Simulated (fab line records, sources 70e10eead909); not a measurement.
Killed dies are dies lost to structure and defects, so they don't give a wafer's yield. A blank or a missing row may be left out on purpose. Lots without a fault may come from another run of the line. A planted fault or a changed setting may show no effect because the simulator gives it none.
A struck lot beside a sound one | flow nand_harc | 14 steps out of a route of 1302
Sound: wafers L565.1, L565.4, L565.6. Struck: wafers L558.1, L558.3, L558.5. The cause comes at the end.
At each step with rows: each side's tool, then ch and its chambers, then its first start. Under that, the readings that differ: sound wafers | struck wafers | difference of the means | sigmas: that difference in standard deviations of wafers without a fault.
alike: readings whose means differ by less than 2 such deviations, and words and numbers that are the same on both sides. not compared: withheld readings, readings that some wafer has no value for, bounds like >300 that may hide the same value, and numbers for which the record gives no deviation and whose values overlap.
The two part at a step that has a row with sigmas, a row that says differs or no value, or rows on one side only. Numbers that don't overlap but have no deviation are shown without sigmas and don't part them. A reading that every wafer of one side lacks parts them only if that side has two wafers or more.

NHARC_P_CONTACT_INSPECT_14:
  sound on defect_inspect-01, day 12 09:59; struck on defect_inspect-01, day 9 21:26
  alike: raw_defect_count
NHARC_P_CONTACT_DESCUM_17: chemistry O2, time 3 s.
  sound on rie_diel-01 ch 0,2,3, day 12 10:04; struck on rie_diel-01 ch 0,3, day 9 21:31
  alike: drypump_motor_current_A, oes_product_au, rf_vpp_V, showerhead_plenum_p_Torr, throttle_valve_pct
  not compared: rf_hours_counter_h
then, 1 step without rows for these wafers: NHARC_P_CONTACT_ETCH_35 (etches the open film in CF4, target depth 39 nm, time 65 s).
NHARC_P_CONTACT_ETCH_36: etches the open film in N2/H2, target depth 260 nm, time 406.25 s.
  sound on rie_diel-01 ch 0,3; struck on rie_diel-01 ch 1,3
  alike: drypump_motor_current_A, oes_product_au, rf_vpp_V, showerhead_plenum_p_Torr, throttle_valve_pct
  not compared: rf_hours_counter_h
NHARC_P_CONTACT_ETCH_18: etches the open film in C4F8/O2/Ar, target depth 481 nm, time 240.5 s.
  sound on rie_diel-01 ch 1,2,3; struck on rie_diel-01 ch 1,3
  alike: oes_product_au, rf_vpp_V
  not compared: rf_hours_counter_h
then, 1 step without rows for these wafers: NHARC_P_CONTACT_STRIP_37 (strips in C4F8/O2/Ar).
NHARC_P_CONTACT_ETCH_31: etches the open film in CH3F/O2, target depth 30 nm, time 85.7 s.
  sound on rie_diel-01 ch 1,2,3; struck on rie_diel-01 ch 0,2,3
  alike: drypump_motor_current_A, oes_product_au, rf_vpp_V, showerhead_plenum_p_Torr, throttle_valve_pct
  not compared: rf_hours_counter_h
NHARC_P_CONTACT_CD_MEAS_19:
  sound on cd_sem-02, day 12 10:55; struck on cd_sem-01, day 9 22:22
  alike: cd_nm
then, 2 steps without rows for these wafers: NHARC_P_CONTACT_STRIP_28 (strips in O2); NHARC_P_CONTACT_STRIP_29 (strips in post etch residue remover, time 1200 s).
NHARC_P_CONTACT_DEGAS_38: time 60 s.
  sound on pvd_sputter-01, day 12 11:38; struck on pvd_sputter-02, day 9 23:05
  alike: heater_power_w
then, 1 step without rows for these wafers: NHARC_P_CONTACT_PRE_CLEAN_39 (time 19.5 s).
NHARC_P_CONTACT_PVD_32: deposits Ti, target thk 5 nm, time 17.7 s.
  sound on pvd_sputter-01, day 12 11:46; struck on pvd_sputter-02, day 9 23:13
  no value came back on the struck wafers for cathode_dc_power_W (W), chamber_pressure_pa (Pa), substrate_temp_c (C), throttle_valve_pct (%); on the sound wafers cathode_dc_power_W (W) reads 5000.3 5000.2 5000.1
then, 1 step without rows for these wafers: NHARC_P_CONTACT_ALD_22 (deposits TiN, target thk 3 nm, pulse time 1 s, ald cycles 150).

WHERE THEY PART
Only at NHARC_P_CONTACT_PVD_32, within this record.

WHY: what the simulator had put in
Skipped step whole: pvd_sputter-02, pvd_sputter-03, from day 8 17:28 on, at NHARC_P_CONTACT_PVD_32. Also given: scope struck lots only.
